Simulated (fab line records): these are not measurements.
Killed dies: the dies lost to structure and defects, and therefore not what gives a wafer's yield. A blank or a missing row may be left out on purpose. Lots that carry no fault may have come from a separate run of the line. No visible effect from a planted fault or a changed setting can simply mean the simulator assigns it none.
One fault through the eyes of 2 desks + flow nandHarc + every desk sees just its own numbers, and what lay behind them comes last

## THE DEFECT DESK
Counts from the inspections along the route, per lot, as means over the sampled wafers that have a number. Any lot whose mean is over 4 standard deviations away from the usual mean is out of limits and marked OUT; that distance is given in the brackets.
Columns: A = rawDefectCount at NHARC_P_GATE_INSPECT_68, usual 206
| lot  | first seen here | A   |
|------|-----------------|-----|
| L279 | day 6 03:55     | 197 |
| L278 | day 6 04:47     | 186 |
| L281 | day 7 12:05     | 190 |
| L282 | day 7 14:13     | 235 |
| L285 | day 8 13:35     | 267 |
| L292 | day 11 21:59    | 462 |
| L294 | day 12 18:34    | 206 |
| L295 | day 13 08:13    | 184 |
| L296 | day 13 16:43    | 140 |
| L298 | day 14 03:09    | 240 |
| L299 | day 14 14:51    | 180 |
| L300 | day 15 00:20    | 218 |
| L301 | day 15 05:13    | 213 |
This desk found nothing out of limits on any of the 13 lots.

## METROLOGY DESK
Means of the sampled wafers that have a number, per lot and without regard to the tool the lot ran on: this is what the gauges read. Any lot whose mean is over 4 standard deviations away from the usual mean is out of limits and marked OUT; that distance is given in the brackets.
Columns: A = cdNm at NHARC_P_CONTACT_CD_MEAS_12, usual 90.1 nm
| lot  | first seen here | A    |
|------|-----------------|------|
| L279 | day 6 05:31     | 89.8 |
| L278 | day 6 06:23     | 91.2 |
| L281 | day 7 13:35     | 89.6 |
| L282 | day 7 15:50     | 91.0 |
| L285 | day 8 15:11     | 90.4 |
| L292 | day 11 23:36    | 89.5 |
| L294 | day 12 20:04    | 88.6 |
| L295 | day 13 09:49    | 89.6 |
| L296 | day 13 18:19    | 89.9 |
| L298 | day 14 04:37    | 91.0 |
| L299 | day 14 16:28    | 90.7 |
| L300 | day 15 01:50    | 89.3 |
| L301 | day 15 06:44    | 89.6 |
This desk found nothing out of limits on any of the 13 lots.

## PUT TOGETHER
Nothing the defect desk looked at was out of limits.
The metrology desk saw nothing out of limits.

## WHAT HAD BEEN PUT IN BY THE SIMULATOR
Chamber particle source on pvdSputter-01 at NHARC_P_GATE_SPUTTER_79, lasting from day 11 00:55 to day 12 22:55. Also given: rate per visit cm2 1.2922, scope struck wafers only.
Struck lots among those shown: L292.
